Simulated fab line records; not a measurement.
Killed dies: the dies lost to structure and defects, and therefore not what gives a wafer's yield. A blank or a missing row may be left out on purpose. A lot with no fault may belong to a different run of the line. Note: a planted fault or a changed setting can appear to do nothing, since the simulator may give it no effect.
fab line records -- flow n5Finfet
[record] lots = 4, wafers = 12, lastDay = 17
route steps=1938 shown BEOL_M0@745 BEOL_M1@751 BEOL_M4@1111 PASSIVATION@1936
lots that met no fault: from a run of the same line without faults
startH: hours from the record's first day to the start of the lot's first wafer shown -- waitH: how many hours have passed since the lot's step before this one -- " unchanged from the row above -- L1.1+2: one row covering several wafers at once -- - no value present, or no start provided -- * or withheld: withheld -- < > ~ a bound
route shown NAME@n: a module of which the file shows steps, and the number in the route of the first -- usual: average and standard deviation across the fault-free wafers -- same: alike in all rows -- chamber/n: place in a boat -- sites: per-site readings -- _std_site: their standard deviation -- _edge_site: the outer-site mean with the inner-site mean subtracted -- radiusMm: for every site, how far away it sits from the centre of the wafer -- mask NAME#n: copy n -- behind: the last tool/chamber to shape the wafer -- hold: cause of the lot's hold/its duration in hours/its outcome -- device: the transistor (n, p or np) that didn't switch -- end of line: the tests these same wafers got at the end of their route -- a step with no rows: only its recipe -- killed: dies that structure and defects cost at the first sort, which is not the same as the wafer's yield -- map: per-die view of a wafer (x killed, . not killed, _ where there is no die)
set.NAME: the setting that was run; set.NAME@STEP: the one run at that earlier step -- model.NAME: the simulator's own value behind a step, which no gauge read
lots at some steps of the route; a table a step, a row a wafer
services: a tool's chamber out of use, with start hour (startH, from the record's first day; less than 0 if before it), hours out, and reason
[[steps]]
[step N5_BEOL_M0_PRE_CLEAN_131]
[recipe] gas = NH3/H2, timeS = 15, tempC = *, rfPowerW = 300
[step N5_BEOL_M0_CO_CAP_123]
[recipe] material = Co, targetThkA = 20, tempC = 200, precursor = CCTBA/H2, pressureTorr = 30, timeS = 102.1
[step N5_BEOL_M0_PRE_CLEAN_124]
[recipe] gas = NH3, timeS = 15, tempC = withheld, rfPowerW = 300
[step N5_BEOL_M0_DEP_125]
[recipe] material = SiCN, targetThkA = 80, tempC = withheld, precursor = 3MS/NH3, pressureTorr = 3, rfW = 202, timeS = 14
[step N5_BEOL_M1_ILD_DEP_00]
[recipe] material = SiOC, targetThkA = 790, tempC = 350, precursor = DEMS/O2, pressureTorr = 5, rfW = 500, timeS = 15.3
[step N5_BEOL_M1_PECVD_72]
[recipe] material = SiO2, targetThkA = 160, tempC = 400, precursor = TEOS/O2, pressureTorr = 5.5, rfW = 450, teosFlowSccm = 53.8, gas = O2, flowSccm = 3000, timeS = 18
[step N5_BEOL_M1_HM_DEP_02]
[recipe] material = TiN, targetThkA = 200, tempC = 25, chamberPressurePa = 0.49996
[step N5_BEOL_M1_COAT_61]
[recipe] resist = SOC, tempC = 250, timeS = 60, spinRpm = 1500, resistThkNm = 60
[step N5_BEOL_M1_COAT_62]
[recipe] resist = SiARC, tempC = 220, timeS = 60, spinRpm = 1500, resistThkNm = 12
[step N5_BEOL_M1_COAT_73]
[recipe] resist = underlayer, tempC = 205, timeS = 60, spinRpm = 1500, resistThkNm = 5
[usual] spinSpeedRpm = 1500.0/0.81
lot.wafer,tool,chamber,startH,waitH,spinSpeedRpm
L760.1,lithoTrack-04,0,120.13,-,1499.5
L760.2,lithoTrack-04,0,120.13,-,1500.3
L760.3,lithoTrack-04,0,120.13,-,1499.7
L763.3,lithoTrack-04,0,139.92,-,1435.6
L763.4,lithoTrack-04,0,139.92,-,1435.8
L763.6,lithoTrack-04,0,139.92,-,1435.9
L768.2,lithoTrack-04,0,181.06,-,1438.2
L768.4,lithoTrack-04,0,181.06,-,1437.3
L768.6,lithoTrack-04,0,181.06,-,1437.5
L783.1,lithoTrack-02,0,266.57,-,1500.4
L783.3,lithoTrack-02,0,266.57,-,1500.5
L783.6,lithoTrack-02,0,266.57,-,1498.7
[step N5_BEOL_M1_COAT_05]
[recipe] resist = CAR-EUV, spinRpm = 1500, resistThkNm = 30
[step N5_BEOL_M1_EBR_07]
[recipe] solvent = PGMEA, ebrWidthMm = 1.5
[step N5_BEOL_M1_SOFTBAKE_06]
[recipe] tempC = 110, timeS = 60, resist = CAR-EUV
[step N5_BEOL_M1_EXPOSE_08]
[recipe] maskId = M1, na = 0.33, sourceShape = dipole, sigmaInner = 0.369, sigmaOuter = 0.767, polarization = unpolarized, doseMj = 33
[step N5_BEOL_M1_PEB_09]
[recipe] pebTempC = 100, pebTimeS = 60, resist = CAR-EUV
[step N5_BEOL_M1_DEVELOP_10]
[recipe] developTimeS = 30, developer = TMAH, resist = CAR-EUV, rinseLiquid = surfactantRinse, dry = airSpin, devTempC = 23
[step N5_BEOL_M1_DESCUM_16]
[recipe] chemistry = O2, timeS = 7, sourcePowerW = 50, biasPowerW = 20, pressureMtorr = 20, rfFrequencyHz = 2.712e+07, tempC = 40, resist = CAR-EUV, o2FlowSccm = 225
[step N5_BEOL_M1_ETCH_74]
[recipe] chemistry = N2/H2, target = underlayer, targetDepthA = 65, maskMaterial = CAR-EUV, timeS = 5.2, ionEnergyEv = 200, pressureMtorr = 30, sourceW = 840, biasW = 150, n2FlowSccm = 200, h2FlowSccm = 200, ends = cleared
[usual] drypumpMotorCurrentA = 5.6/0.33, etchRfOnTimeS = 5.23/0.13, h2FlowSccm = 200.0/0.67, n2FlowSccm = 200.0/0.61, oesProductAu = 0.66/0.08, rfVppV = 524.2/2.6, showerheadPlenumPTorr = 2.55/0.074, throttleValvePct = 17.80/0.24
lot.wafer,tool,chamber,startH,waitH,drypumpMotorCurrentA,etchRfOnTimeS,h2FlowSccm,n2FlowSccm,oesProductAu,rfHoursCounterH,rfVppV,showerheadPlenumPTorr,throttleValvePct,model.etch.depthNm
L760.1,rieDiel-04,2,120.55,0.0,6.2,5.02,199.3,199.4,0.79,9,518.7,2.50,17.32,4.992
L760.2,rieDiel-04,3,120.55,0.0,5.9,5.35,200.7,200.0,0.60,233,525.9,2.62,18.13,5.006
L760.3,rieDiel-04,1,120.55,0.0,6.3,5.14,199.3,198.8,0.60,207,522.8,2.61,17.96,4.994
L763.3,rieDiel-01,2,140.34,0.0,5.4,5.44,200.7,199.3,0.58,230,521.7,2.51,18.30,5.094
L763.4,rieDiel-01,0,140.34,0.0,5.3,5.23,200.8,199.4,0.72,52,525.9,2.57,17.66,5.086
L763.6,rieDiel-01,3,140.34,0.0,5.7,5.31,199.9,199.2,0.63,-,523.1,2.44,17.70,5.081
L768.2,rieDiel-05,1,181.60,0.0,5.2,5.26,199.6,199.1,0.65,143,523.2,2.55,17.64,5.125
L768.4,rieDiel-05,3,181.60,0.0,5.6,5.57,200.1,199.7,0.58,214,523.3,2.52,17.86,5.121
L768.6,rieDiel-05,1,181.60,0.0,5.2,5.25,199.2,199.7,0.65,-,524.7,2.55,17.64,5.121
L783.1,rieDiel-05,2,267.24,0.0,5.9,5.37,199.4,200.3,0.59,238,523.7,2.51,17.93,4.995
L783.3,rieDiel-05,1,267.24,0.0,5.2,5.19,199.2,200.4,0.63,170,524.1,2.54,17.65,4.99
L783.6,rieDiel-05,0,267.24,0.0,5.4,5.26,199.6,199.8,0.74,-,528.4,2.70,17.72,5.014
[step N5_BEOL_M1_ETCH_63]
[recipe] chemistry = CF4, target = SiARC, targetDepthA = 156, maskMaterial = CAR-EUV, timeS = 26, ionEnergyEv = 80, pressureMtorr = 40, sourceW = 545, biasW = 36, Ar_flow_sccm = 100, cf4FlowSccm = 100, ends = cleared
[step N5_BEOL_M4_RC_MEAS_101]
[usual] DIBL_N = 36.0/1.9, DIBL_P = 36.0/2.1, IOFF_N = 0.155/0.029, IOFF_P = 0.20/0.032, ION_N = 672/11, ION_P = 461/6.9, SS_N = 71.5/0.58, SS_P = 73.2/0.64, VT_N = 250.4/2.9, VT_P = -251.0/2.8
lot.wafer,tool,chamber,startH,waitH,DIBL_N[mV/V],DIBL_P[mV/V],IOFF_N[nA/um],IOFF_P[nA/um],ION_N[uA/um],ION_P[uA/um],SS_N[mV/dec],SS_P[mV/dec],VT_N[mV],VT_P[mV]
L760.1,prober-02,0,179.89,0.0,35.1,34.2,0.126,0.16,654,438,71.7,72.7,255.4,-258.2
L760.2,prober-02,0,179.89,0.0,34.4,34.5,0.125,0.15,663,452,70.8,72.5,252.5,-258.4
L760.3,prober-02,0,179.89,0.0,34.0,34.4,0.124,0.16,672,456,71.2,72.5,251.0,-254.6
L763.3,prober-02,0,187.42,0.3,36.9,37.3,0.159,0.21,687,469,70.0,73.3,250.8,-250.4
L763.4,prober-02,0,187.42,0.3,36.7,37.1,0.155,0.22,678,466,71.9,73.6,249.7,-251.1
L763.6,prober-02,0,187.42,0.3,38.4,38.6,0.179,0.24,671,457,71.5,73.4,247.3,-247.1
L768.2,prober-01,0,227.88,0.2,37.2,37.0,0.164,0.22,671,462,71.2,72.5,249.3,-249.2
L768.4,prober-01,0,227.88,0.2,40.0,40.8,0.235,0.28,695,472,72.2,74.4,245.7,-246.3
L768.6,prober-01,0,227.88,0.2,37.9,37.3,0.178,0.22,687,465,71.7,73.0,249.5,-248.8
L783.1,prober-01,0,311.35,0.0,35.8,33.2,0.143,0.18,661,453,71.0,73.1,250.2,-253.6
L783.3,prober-01,0,311.35,0.0,37.8,36.0,0.173,0.22,665,453,72.0,74.1,247.7,-250.3
L783.6,prober-01,0,311.35,0.0,38.5,37.5,0.198,0.25,685,465,72.1,74.3,247.6,-248.4
[step N5_PASSIVATION_PROBE_49]
[usual] defectLimitedYield = 91.0/1.5, killed_at_M0_to_M3 = 33/9.4, killed_at_M4_up = 14/4.8, killedAtContacts = 13/7.3, killedAtFrontEnd = 43/13, killedAtOther = 3.6/2.9, killedDies = 106/18, killedOpen = 69/13, killedShort = 35/8.2, sort_bin_5_function = 5.3/1, sort_bin_6_memory = 3.3/0.68, sort_bin_8_speed = 0.01/0.027, sortNPass = 1074/18, sortYieldPct = 91.0/1.5
[same] grossDies = 1180, killedAtBackSide = 0, sort_bin_4_leakage[%] = 0
lot.wafer,tool,chamber,startH,waitH,defectLimitedYield[%],killed_at_M0_to_M3,killed_at_M4_up,killedAtContacts,killedAtFrontEnd,killedAtOther,killedDies,killedOpen,killedShort,sort_bin_5_function[%],sort_bin_6_memory[%],sort_bin_8_speed[%],sortNPass,sortYieldPct[%]
L763.3,prober-01,-,289.53,0.1,91.2,38,15,6,39,6,104,64,37,5.4,3.1,0,1076,91.2
L763.4,prober-01,-,289.58,0.2,90.1,39,13,13,49,3,117,80,37,6.2,3.6,0,1063,90.1
L763.6,prober-01,-,289.68,0.3,92.7,30,11,9,29,7,86,59,27,4.7,2.4,0,1094,92.7
// killed by level:class
L763.3 GATE_CUT:geometricParticle:open=10 BEOL_M0_SAQP:geometricParticle:short=8 BEOL_M1:geometricParticle:open=8 BEOL_M4:geometricParticle:open=8 BEOL_M2:geometricParticle:open=7 STI_FIN_REVEAL:geometricParticle:open=6 MOL_CONTACT_COAG:geometricParticle:open=6 FIN_SAQP:geometricParticle:short=5
L763.4 STI_FIN_REVEAL:geometricParticle:open=12 MOL_CONTACT_COAG:geometricParticle:open=11 BEOL_M3:geometricParticle:open=9 BEOL_M0_SAQP:geometricParticle:short=8 FIN_SAQP:geometricParticle:open=7 GATE_CUT:geometricParticle:short=7 GATE_CUT:geometricParticle:open=6 BEOL_M1:geometricParticle:open=5
L763.6 STI_FIN_REVEAL:geometricParticle:open=9 BEOL_M2:geometricParticle:open=9 MOL_CONTACT_COAG:geometricParticle:open=8 DUMMY_GATE:geometricParticle:open=6 BEOL_M0_SAQP:geometricParticle:short=4 BEOL_M1:geometricParticle:open=4 BEOL_M4:geometricParticle:open=4 FIN_SAQP:geometricParticle:short=3
[[services]]
tool,chamber,startH,hours,kind
rieDiel-01,0,97.10,6.9,repair
lithoTrack-04,-,118.72,-,consumableReplace:filter
rieDiel-05,1,141.67,9.0,repair
rieDiel-04,3,184.80,-,clean
rieDiel-04,3,184.80,-,consumableReplace:focusRing
rieDiel-04,3,184.80,21.8,scheduledDown
rieDiel-04,3,184.80,21.8,ventCycle
rieDiel-05,3,190.29,7.9,repair
rieDiel-01,1,194.00,11.3,repair
rieDiel-01,0,197.51,3.7,repair
rieDiel-04,0,206.61,-,clean
rieDiel-04,0,206.61,-,consumableReplace:focusRing
rieDiel-04,0,206.61,19.9,scheduledDown
rieDiel-04,0,206.61,19.9,ventCycle
rieDiel-01,3,226.04,5.8,repair
rieDiel-01,2,236.17,32.3,repair
rieDiel-01,-,236.82,0.8,repair
rieDiel-04,1,253.83,13.9,repair
[[key]]
[firstSign] step = N5_BEOL_M1_COAT_73, reading = spinSpeedRpm, direction = down, sigmas = 78, usual = *, struck = *
effect none on later readings
[modelEffect] step = N5_BEOL_M1_ETCH_74, value = etch.depthNm, without = 4.995, struck = 5.105
metAt N5_BEOL_M1_COAT_73
struckWafers L763.3,L763.4,L763.6,L768.2,L768.4,L768.6
onsetBetween 120.13 139.92
[fault] kind = processParameterDrift, tool = lithoTrack-04, chamber = -, onsetH = 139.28, steps = N5_BEOL_M1_COAT_73, channel = spinRpm, offset = *, shape = step, endH = 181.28, actsIn = *, stated = *
